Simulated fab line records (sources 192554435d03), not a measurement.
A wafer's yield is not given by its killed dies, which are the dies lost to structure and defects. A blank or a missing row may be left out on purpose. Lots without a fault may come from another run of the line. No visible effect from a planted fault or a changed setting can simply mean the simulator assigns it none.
Which tool is to blame?    flow n5_finfet    Sampling: 14 lots, 39 wafers, 5 of 1938 route steps

WHAT EACH GAUGE READ, for each wafer
N5_SD_EPI_P_EPI_MEAS_23.
lot   measured     on             thk_nm (nm)
L148  day 3 09:18  film_metro-02  62.1 62.5 63.4
L149  day 3 14:58  film_metro-01  60.0 61.1 61.6
L150  day 3 22:20  film_metro-01  62.7 60.2 62.8
L151  day 4 04:25  film_metro-02  63.0 61.5 62.5
L152  day 4 07:12  film_metro-02  61.9 61.5 62.2
L153  day 4 15:28  film_metro-02  60.9 61.8 63.2
L156  day 5 12:56  film_metro-02  61.8 62.6 61.2
L160  day 6 09:29  film_metro-02  62.2 60.8
L161  day 6 19:44  film_metro-02  61.6 86.3
L164  day 7 11:45  film_metro-01  58.6 59.9 84.9
L165  day 7 16:23  film_metro-02  62.0 61.2
L167  day 8 04:25  film_metro-01  62.1 59.5 62.2
L168  day 8 07:57  film_metro-01  62.8 61.2 60.3
L170  day 9 00:46  film_metro-02  60.0 60.1 58.5

EACH LOT AND THE TOOL THAT RAN IT (in order: tool; ch and the chambers of the sampled wafers; start)
lot   N5_SD_EPI_N_SD_RECESS_17         N5_SD_EPI_N_VAPOR_ETCH_50       N5_SD_EPI_N_LINER_46              N5_SD_EPI_P_EPI_21
L148  rie_si-03 ch 1,2,3, day 3 01:56  epi_rpcvd-03 ch 0, day 3 02:44  ald_sin-02 ch 0,1,2, day 3 05:01  epi_rpcvd-03 ch 0, day 3 07:06
L149  rie_si-05 ch 0,3, day 3 07:33    epi_rpcvd-04 ch 0, day 3 08:23  ald_sin-01 ch 2,3, day 3 10:40    epi_rpcvd-03 ch 0, day 3 13:07
L150  rie_si-05 ch 1,2, day 3 14:58    epi_rpcvd-01 ch 0, day 3 15:48  ald_sin-01 ch 1,2, day 3 18:03    epi_rpcvd-03 ch 0, day 3 20:29
L151  rie_si-05 ch 0,2,3, day 3 21:14  epi_rpcvd-01 ch 0, day 3 22:02  ald_sin-02 ch 0,2, day 4 00:14    epi_rpcvd-02 ch 0, day 4 02:11
L152  rie_si-02 ch 0,1,3, day 3 23:53  epi_rpcvd-03 ch 0, day 4 00:43  ald_sin-04 ch 0,3, day 4 02:55    epi_rpcvd-04 ch 0, day 4 05:22
L153  rie_si-03 ch 1,2,3, day 4 07:08  epi_rpcvd-03 ch 0, day 4 07:57  ald_sin-01 ch 1,2,3, day 4 11:15  epi_rpcvd-04 ch 0, day 4 13:16
L156  rie_si-02 ch 1,2,3, day 5 05:19  epi_rpcvd-04 ch 0, day 5 06:16  ald_sin-01 ch 2,3, day 5 08:39    epi_rpcvd-04 ch 0, day 5 11:05
L160  rie_si-03 ch 0,2, day 6 01:27    epi_rpcvd-01 ch 0, day 6 02:25  ald_sin-01 ch 0,2, day 6 05:12    epi_rpcvd-04 ch 0, day 6 07:38
L161  rie_si-05 ch 0,3, day 6 09:43    epi_rpcvd-03 ch 0, day 6 10:58  ald_sin-04 ch 1,3, day 6 14:32    epi_rpcvd-03 ch 0, day 6 18:15
L164  rie_si-05 ch 0,1,2, day 7 02:23  epi_rpcvd-03 ch 0, day 7 03:27  ald_sin-02 ch 0,1, day 7 06:09    epi_rpcvd-03 ch 0, day 7 10:15
L165  rie_si-02 ch 0,1, day 7 08:09    epi_rpcvd-01 ch 0, day 7 08:58  ald_sin-02 ch 0,2, day 7 11:16    epi_rpcvd-02 ch 0, day 7 13:28
L167  rie_si-02 ch 1,2,3, day 7 20:22  epi_rpcvd-01 ch 0, day 7 21:10  ald_sin-04 ch 0,2,3, day 7 23:25  epi_rpcvd-02 ch 0, day 8 01:29
L168  rie_si-03 ch 0,1, day 8 00:39    epi_rpcvd-01 ch 0, day 8 01:33  ald_sin-02 ch 0,1,2, day 8 03:40  epi_rpcvd-04 ch 0, day 8 06:50
L170  rie_si-03 ch 0,1,2, day 8 16:04  epi_rpcvd-04 ch 0, day 8 17:07  ald_sin-01 ch 0,2,3, day 8 19:46  epi_rpcvd-04 ch 0, day 8 21:50
- N5_SD_EPI_N_SD_RECESS_17: chemistry HBr/Cl2/O2, target depth 41 nm, time 23.7 s, bt time 3 s.
- N5_SD_EPI_N_VAPOR_ETCH_50: etches Si in HCl, time 54 s.
- N5_SD_EPI_N_LINER_46: material SiNx, target thk 3 nm.
- N5_SD_EPI_P_EPI_21: deposits SiGe:B, time 355 s.

AS READ BY THE TOOLS THEMSELVES (means over the sampled wafers that have a number; for cases with no such wafer, the mark the record gives instead)
N5_SD_EPI_N_SD_RECESS_17.
lot   tool       drypump_motor_current_A (A)  oes_product_au (a.u.)  rf_fwd_power_W (W)  throttle_valve_pct (%)
L148  rie_si-03  6.2                          1.010                  794.0               37.2
L149  rie_si-05  5.9                          1.002                  798.0               37.5
L150  rie_si-05  5.7                          1.018                  793.8               36.8
L151  rie_si-05  6.0                          1.012                  799.0               37.4
L152  rie_si-02  5.2                          0.994                  793.7               37.2
L153  rie_si-03  6.2                          1.012                  796.1               37.2
L156  rie_si-02  5.4                          1.008                  797.5               36.8
L160  rie_si-03  6.0                          1.016                  796.5               37.1
L161  rie_si-05  6.0                          0.999                  797.0               37.5
L164  rie_si-05  5.7                          1.019                  792.6               37.2
L165  rie_si-02  5.2                          0.991                  795.8               37.0
L167  rie_si-02  5.4                          1.006                  796.7               36.8
L168  rie_si-03  5.6                          1.017                  793.1               37.0
L170  rie_si-03  5.9                          1.010                  797.6               37.2

N5_SD_EPI_N_VAPOR_ETCH_50.
lot   tool          throttle_valve_pct (%)
L148  epi_rpcvd-03  12.6
L149  epi_rpcvd-04  11.9
L150  epi_rpcvd-01  11.9
L151  epi_rpcvd-01  12.0
L152  epi_rpcvd-03  12.5
L153  epi_rpcvd-03  12.5
L156  epi_rpcvd-04  11.8
L160  epi_rpcvd-01  12.1
L161  epi_rpcvd-03  12.4
L164  epi_rpcvd-03  12.4
L165  epi_rpcvd-01  11.9
L167  epi_rpcvd-01  12.0
L168  epi_rpcvd-01  11.9
L170  epi_rpcvd-04  11.8

N5_SD_EPI_N_LINER_46.
lot   tool        heater_power_w (W)
L148  ald_sin-02  791
L149  ald_sin-01  834
L150  ald_sin-01  805
L151  ald_sin-02  891
L152  ald_sin-04  797
L153  ald_sin-01  802
L156  ald_sin-01  919
L160  ald_sin-01  859
L161  ald_sin-04  773
L164  ald_sin-02  792
L165  ald_sin-02  851
L167  ald_sin-04  826
L168  ald_sin-02  790
L170  ald_sin-01  825

THE ANSWER, worked out from the rows above alone
Rule: the usual values come from the lots themselves. Put in order of their means at a reading, lots are off if they are a third of the lots or fewer, leave a main group of 4 or more, and stand apart from it by a gap of 3 or more times the standard deviation of the main group's means; of several such gaps the widest counts. Not used: any main group whose means are identical at the precision the tables above print for the reading. Also off: a lot with no number at a reading for which 4 or more lots have one. Any other lot the step has rows for is counted as sound. First the gauges in route order, then the tools' own readings, where a lot's mean is used as printed above. At the first step where some lot is off, the reading lying furthest off is the one used; lots without a number count as furthest.
Off, at N5_SD_EPI_P_EPI_MEAS_23 on thk_nm: L161, L164. For the main group the mean is 61.6 nm and the standard deviation 0.76.
If a tool, at a process step before that reading, ran all the lots that are off and no sound lot after the first of them, it fits. Those tools and the gauges at N5_SD_EPI_P_EPI_MEAS_23 are tried in the same way. Can't be told from this: 2 tools fit, rie_si-05 at N5_SD_EPI_N_SD_RECESS_17, epi_rpcvd-03 at N5_SD_EPI_N_VAPOR_ETCH_50 and N5_SD_EPI_P_EPI_21.

WHAT THE SIMULATOR PUT IN
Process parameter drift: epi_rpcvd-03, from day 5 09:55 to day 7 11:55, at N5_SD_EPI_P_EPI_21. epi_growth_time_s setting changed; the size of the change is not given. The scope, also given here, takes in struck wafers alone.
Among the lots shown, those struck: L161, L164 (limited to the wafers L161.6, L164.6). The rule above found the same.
